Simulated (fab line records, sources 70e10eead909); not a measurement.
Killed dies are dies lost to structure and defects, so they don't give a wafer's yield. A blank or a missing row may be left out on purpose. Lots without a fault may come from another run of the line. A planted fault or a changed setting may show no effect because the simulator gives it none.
Chamber matching | flow nand_harc | NHARC_A_ONON_D1_DEP_33 on pecvd-01: 3 sister chambers
The step deposits SiO2, target thk 200 nm. 3 wafers are shown with their chamber, then 8 later ones without.

WAFERS WITH THEIR CHAMBER
wafer  | chamber | rf_fwd_power_W (W)
L775.4 | 1       | 897.6
L775.5 | 0       | 896.4
L776.1 | 2       | 900.9

WAFERS WITHOUT THEIR CHAMBER
wafer  | rf_fwd_power_W (W)
L776.3 | 899.2
L776.5 | 897.9
L777.2 | 899.2
L777.4 | 896.7
L777.5 | 895.5
L778.1 | 894.3
L778.4 | 893.1
L778.5 | 896.1

WHICH CHAMBER EACH WENT THROUGH
wafer  | from the rows above          | in truth
L776.3 | can't be placed: 1 or 2 or 0 | 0
L776.5 | can't be placed: 1 or 0 or 2 | 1
L777.2 | can't be placed: 1 or 2 or 0 | 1
L777.4 | can't be placed: 0 or 1      | 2
L777.5 | can't be placed: 0 or 1      | 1
L778.1 | can't be placed: 0 or 1      | 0
L778.4 | can't be placed: 0 or 1      | 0
L778.5 | can't be placed: 0 or 1      | 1
Placed correctly: 0 of 8. Can't be placed from these rows: 8 (the true chamber is among the candidates in 7). Placed wrongly: 0.
How it was worked out, from the rows above alone: a wafer's distance from a chamber is the root of the sum, over the readings, of the square of ((its reading less the chamber's mean) divided by the reading's scatter). The wafer belongs to the nearest chamber; if the next one is less than 2 further off, it can't be placed. A chamber's mean is the mean of its shown wafers. The scatter: with one shown wafer a chamber, the root of the mean of the squares of how far each hidden wafer lies from its nearest shown one.
